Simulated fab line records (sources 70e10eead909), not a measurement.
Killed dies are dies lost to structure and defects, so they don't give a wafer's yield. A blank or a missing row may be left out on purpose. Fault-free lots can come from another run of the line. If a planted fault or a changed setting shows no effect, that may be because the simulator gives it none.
Problem report, 8D (eight disciplines) form, completed by code	flow nand-harc	the parts of the form that need people (team, actions taken, sign-off) are left out

## 1. THE ISSUE
Wafers with no fault read 11 with a standard deviation of 7.1, whereas raw-defect-count at NHARC_A_ZERO_WELL_INSPECT_17 reads a mean of 346 on 1 wafer of 1 lot. Relative to the usual mean, that is a shift of +47 standard deviations.
Earliest sighting: wafer L807.4 on defect-inspect-01 at day 11 11:43. Wafers with a number at this step in the record: 36, from 12 lots. Rule for "out" (also "out of limits"): further than 4 standard deviations from the usual mean. The other wafers with a number count as sound.

## 2. WHAT IT IS AND WHAT IT IS NOT
question	is	is not
which readings at this step	raw-defect-count	-
which lots	L807	L797, L798, L799, L800, L801, L802, L816, L817, L818, L819, L820
which wafers of those lots	L807.4	L807.3, L807.5
read on which gauges	defect-inspect-01	defect-inspect-02
when	from day 11 11:43	up to then (20 sound wafers); but 15 sound wafers of L816, L817, L818, L819, L820 came after

## 3. WHAT RULES OUT EACH SUSPECT
Counting: any tool at a process step up to the reading remains a suspect provided it ran every lot that is out. Sound lots after the first of them don't rule it out here, since some wafers of a struck lot are sound.
- the gauge at NHARC_A_ZERO_WELL_INSPECT_17: kept. All the wafers that are out were read on defect-inspect-01, and no step on other tools shows them out.
- rie-diel-02 at NHARC_P_BONDPAD_DESCUM_11 (chemistry O2, time 3 s): kept. L807, the lot that is out, went through it at day 11 06:24; up to then, the latest sound lot through it was L798 at day 6 20:43.
- pvd-sputter-02 at NHARC_P_BONDPAD_PRE_CLEAN_26 (time 30 s): kept. L807, the lot that is out, went through it at day 11 08:25; up to then, the latest sound lot through it was L801 at day 8 08:16. NHARC_P_BONDPAD_PRE_CLEAN_26 gives no start for some lots, so the hours and the order of its lots are those of NHARC_P_BONDPAD_CMP_19.
- cmp-02 at NHARC_P_BONDPAD_CMP_19 (polishes, t overpolish 30 s, cu recess touch 16 s, target thk 160.81 nm): kept. L807, the lot that is out, went through it at day 11 08:25; up to then, the latest sound lot through it was L801 at day 8 08:16.
- wet-bench-06 at NHARC_A_ZERO_WELL_STRIP_14 (strips in SPM, time 900 s): kept. L807, the lot that is out, went through it at day 11 10:46; up to then, the latest sound lot through it was L798 at day 7 01:13.
- Within rie-diel-02 at NHARC_P_BONDPAD_DESCUM_11: the wafers that are out ran in chamber 1; their sound lot-mates ran in chambers 0, 2.
- Within cmp-02 at NHARC_P_BONDPAD_CMP_19: the wafers that are out ran in chamber 3; their sound lot-mates ran in chambers 0, 2.
Left after counting: rie-diel-02 at NHARC_P_BONDPAD_DESCUM_11, pvd-sputter-02 at NHARC_P_BONDPAD_PRE_CLEAN_26, cmp-02 at NHARC_P_BONDPAD_CMP_19, wet-bench-06 at NHARC_A_ZERO_WELL_STRIP_14, defect-inspect-01 at NHARC_A_ZERO_WELL_INSPECT_17.

## 4. THE CAUSE (what the simulator had put in)
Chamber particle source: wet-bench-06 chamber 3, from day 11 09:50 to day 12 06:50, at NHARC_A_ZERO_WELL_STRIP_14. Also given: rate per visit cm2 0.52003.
Counting left 5 suspects, and this tool is among them.

## 5. THE CHAIN OF EFFECTS, in route order
Each row: a reading whose mean over the struck wafers that have a number lies more than 3 standard deviations from the usual. Only readings for which the record gives a usual standard deviation are gone through. hours: the time from each lot's start at the first step in this table that gives one to its start at this step, as a median over the lots. sigmas: the change in usual standard deviations.
hours	step	reading	usual	on struck wafers	change	sigmas
0	NHARC_A_ZERO_WELL_INSPECT_17	raw-defect-count	11	346	+335	+47
19	NHARC_A_SOURCE_PLATE_INSPECT_08	raw-defect-count	56	426	+370	+19
At these later measuring or inspecting steps, every struck wafer for which the step has a row has a number for every such reading, and none has moved that far: NHARC_END_SORT_01.

## 6. HOW IT WOULD HAVE BEEN CAUGHT EARLIER
2 hours passed between the start of the fault at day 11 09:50 and the first reading out of limits at a measuring or inspecting step in this record, taken at day 11 11:43.
By day 11 11:43, every lot that is out (1) had started NHARC_A_ZERO_WELL_STRIP_14 on wet-bench-06. Holding the tool at that point would not have protected any of them.
